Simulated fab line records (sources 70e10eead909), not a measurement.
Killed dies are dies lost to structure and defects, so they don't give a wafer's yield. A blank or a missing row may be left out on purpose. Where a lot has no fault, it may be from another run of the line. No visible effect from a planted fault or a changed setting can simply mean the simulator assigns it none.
Which tool did it? ; flow nand-harc ; 24 lots with 72 wafers sampled at 4 steps, on a route of 1159 steps

## WHAT THE GAUGES READ, wafer by wafer
NHARC_P_CONTACT_CD_MEAS_12: the cd target is 90 nm. Usual: cd-nm 90.1 nm, standard deviation 0.49.
lot;measured;on;cd-nm (nm);flag
L074;day 5 09:21;cd-sem-03;89.6 89.2 89.3;
L076;day 5 21:49;cd-sem-01;89.9 90.1 90.4;
L075;day 5 22:23;cd-sem-02;90.3 89.8 90.0;
L077;day 6 05:07;cd-sem-02;89.4 90.1 89.3;
L078;day 6 05:32;cd-sem-01;90.6 90.3 90.3;
L080;day 7 02:29;cd-sem-02;89.9 89.9 89.7;
L079;day 7 04:52;cd-sem-03;89.9 89.7 89.7;
L081;day 7 09:10;cd-sem-03;90.3 90.4 90.6;
L082;day 7 12:11;cd-sem-03;89.8 90.2 90.5;
L083;day 7 12:41;cd-sem-01;89.1 89.1 89.6;
L085;day 8 02:35;cd-sem-03;90.7 90.8 90.9;
L084;day 8 04:50;cd-sem-03;89.4 89.6 89.4;
L086;day 8 17:58;cd-sem-01;89.9 90.3 89.7;
L087;day 8 18:15;cd-sem-01;89.8 89.9 90.1;
L088;day 9 03:55;cd-sem-02;90.2 90.2 89.6;
L089;day 9 07:16;cd-sem-01;90.5 90.9 90.7;
L090;day 9 12:25;cd-sem-02;90.8 91.3 90.4;
L092;day 9 19:36;cd-sem-02;90.3 89.5 89.7;
L091;day 9 20:25;cd-sem-01;90.2 90.2 90.7;
L093;day 10 03:08;cd-sem-01;90.4 90.2 90.3;
L094;day 10 10:36;cd-sem-03;90.9 90.2 90.2;
L095;day 10 20:44;cd-sem-01;90.5 90.6 90.6;
L097;day 11 01:14;cd-sem-01;89.4 89.3 90.0;
L096;day 11 02:14;cd-sem-01;90.2 90.2 90.4;

NHARC_P_CONTACT_INSPECT_14. Usual: raw-defect-count 3.7, standard deviation 2.2.
lot;measured;on;raw-defect-count;flag
L074;day 5 09:29;defect-inspect-01;2 3 1;
L076;day 5 21:57;defect-inspect-01;1 6 3;
L075;day 5 22:31;defect-inspect-01;2 4 2;
L077;day 6 05:14;defect-inspect-01;6 5 3;
L078;day 6 05:39;defect-inspect-01;3 2 1;
L080;day 7 02:36;defect-inspect-01;8 3 3;
L079;day 7 05:00;defect-inspect-02;8 2 5;
L081;day 7 09:17;defect-inspect-02;6 1 5;
L082;day 7 12:19;defect-inspect-01;5 4 5;
L083;day 7 12:49;defect-inspect-01;3 9 9;
L085;day 8 02:43;defect-inspect-02;6 4 4;
L084;day 8 04:58;defect-inspect-02;2 7 1;
L086;day 8 18:05;defect-inspect-02;3 3 1;
L087;day 8 18:22;defect-inspect-01;5 1 1;
L088;day 9 04:02;defect-inspect-02;4 4 2;
L089;day 9 07:23;defect-inspect-01;1 3 2;
L090;day 9 12:32;defect-inspect-01;4 7 3;
L092;day 9 19:44;defect-inspect-01;2 9 3;
L091;day 9 20:32;defect-inspect-01;1 2 3;
L093;day 10 03:15;defect-inspect-02;10 6 6;
L094;day 10 10:44;defect-inspect-02;6 5 1;
L095;day 10 20:52;defect-inspect-01;4 2 3;
L097;day 11 01:21;defect-inspect-02;4 2 2;
L096;day 11 02:22;defect-inspect-02;6 3 3;

NHARC_P_M1_INSPECT_27. Usual: raw-defect-count 321, standard deviation 140.
lot;measured;on;raw-defect-count;flag
L074;day 5 21:57;defect-inspect-02;206 213 172;
L076;day 6 11:11;defect-inspect-01;392 408 251;
L075;day 6 11:43;defect-inspect-02;446 356 688;
L077;day 6 19:41;defect-inspect-02;161 327 237;
L078;day 6 21:10;defect-inspect-02;370 362 610;
L080;day 7 13:52;defect-inspect-01;319 263 295;
L079;day 7 15:51;defect-inspect-02;414 246 356;
L081;day 7 20:40;defect-inspect-02;255 200 273;
L082;day 7 23:48;defect-inspect-01;242 243 298;
L083;day 8 00:08;defect-inspect-02;253 430 439;
L085;day 8 14:42;defect-inspect-01;164 386 249;
L084;day 8 15:57;defect-inspect-01;213 171 292;
L086;day 9 05:10;defect-inspect-02;308 267 378;
L087;day 9 10:12;defect-inspect-01;345 283 240;
L088;day 9 23:44;defect-inspect-01;237 640 479;
L089;day 10 03:35;defect-inspect-02;616 522 449;
L090;day 10 04:58;defect-inspect-01;211 383 199;
L092;day 10 07:16;defect-inspect-02;204 149 202;
L091;day 10 07:30;defect-inspect-02;801 596 449;
L093;day 10 15:01;defect-inspect-01;243 242 257;
L094;day 11 01:23;defect-inspect-01;176 273 289;
L095;day 11 07:48;defect-inspect-02;389 307 270;
L097;day 11 12:32;defect-inspect-01;303 180 226;
L096;day 11 13:14;defect-inspect-01;308 145 284;

## TOOL THAT RAN EACH LOT (tool first, then ch and the chambers of the sampled wafers, then the start)
lot;NHARC_P_M1_ANNEAL_31
L074;rtp-anneal-01 ch 0, day 5 21:07
L076;rtp-anneal-01 ch 0, day 6 10:23
L075;rtp-anneal-01 ch 0, day 6 10:57
L077;rtp-anneal-02 ch 0, day 6 18:58
L078;rtp-anneal-01 ch 0, day 6 20:24
L080;rtp-anneal-02 ch 0, day 7 13:03
L079;rtp-anneal-01 ch 0, day 7 15:02
L081;rtp-anneal-02 ch 0, day 7 19:50
L082;rtp-anneal-02 ch 0, day 7 23:05
L083;rtp-anneal-01 ch 0, day 7 23:25
L085;rtp-anneal-02 ch 0, day 8 13:52
L084;rtp-anneal-02 ch 0, day 8 15:11
L086;rtp-anneal-01 ch 0, day 9 04:22
L087;rtp-anneal-01 ch 0, day 9 09:22
L088;rtp-anneal-01 ch 0, day 9 22:55
L089;rtp-anneal-02 ch 0, day 10 02:46
L090;rtp-anneal-02 ch 0, day 10 04:09
L092;rtp-anneal-02 ch 0, day 10 06:27
L091;rtp-anneal-01 ch 0, day 10 06:41
L093;rtp-anneal-02 ch 0, day 10 14:12
L094;rtp-anneal-01 ch 0, day 11 00:34
L095;rtp-anneal-02 ch 0, day 11 07:02
L097;rtp-anneal-01 ch 0, day 11 11:43
L096;rtp-anneal-02 ch 0, day 11 12:23
- NHARC_P_M1_ANNEAL_31: time 90 s.

## WHAT THE TOOLS THEMSELVES READ (means of the sampled wafers that have a number; where no wafer has one, the mark that the record gives instead)
NHARC_P_M1_ANNEAL_31. Usual: anneal-temp-c-max 226.9, standard deviation 0.35; wafer_temp_C_max 226.3, standard deviation 0.31.
lot;tool;anneal-temp-c-max;wafer_temp_C_max;flag
L074;rtp-anneal-01;227.1;226.0;
L076;rtp-anneal-01;227.0;226.3;
L075;rtp-anneal-01;226.6;226.0;
L077;rtp-anneal-02;227.1;226.2;
L078;rtp-anneal-01;226.7;226.6;
L080;rtp-anneal-02;227.1;226.6;
L079;rtp-anneal-01;227.0;226.0;
L081;rtp-anneal-02;226.9;226.4;
L082;rtp-anneal-02;226.9;226.4;
L083;rtp-anneal-01;226.9;226.4;
L085;rtp-anneal-02;226.5;226.2;
L084;rtp-anneal-02;226.9;226.4;
L086;rtp-anneal-01;226.6;226.4;
L087;rtp-anneal-01;227.0;226.1;
L088;rtp-anneal-01;226.5;226.4;
L089;rtp-anneal-02;227.2;226.3;
L090;rtp-anneal-02;227.0;226.4;
L092;rtp-anneal-02;226.9;226.3;
L091;rtp-anneal-01;227.0;226.2;
L093;rtp-anneal-02;227.1;226.2;
L094;rtp-anneal-01;226.5;226.1;
L095;rtp-anneal-02;226.8;226.3;
L097;rtp-anneal-01;226.8;226.1;
L096;rtp-anneal-02;226.8;226.8;

## THE ANSWER, worked out from the rows above alone
Rule: take the mean of a lot's wafers that have a number; if it is more than 3 standard deviations from the usual mean, the lot is off. Also off: a lot with no number at a reading for which 4 or more lots have one. Any other lot the step has rows for is counted as sound. Order of review: gauges by route order, followed by the tools' own readings, for which a lot's mean as printed above is used. At the first step where some lot is off, the reading lying furthest off is the one used; lots without a number count as furthest.
Nothing can be told from this: no lot is off at any reading shown.

## WHAT THE SIMULATOR HAD INSERTED
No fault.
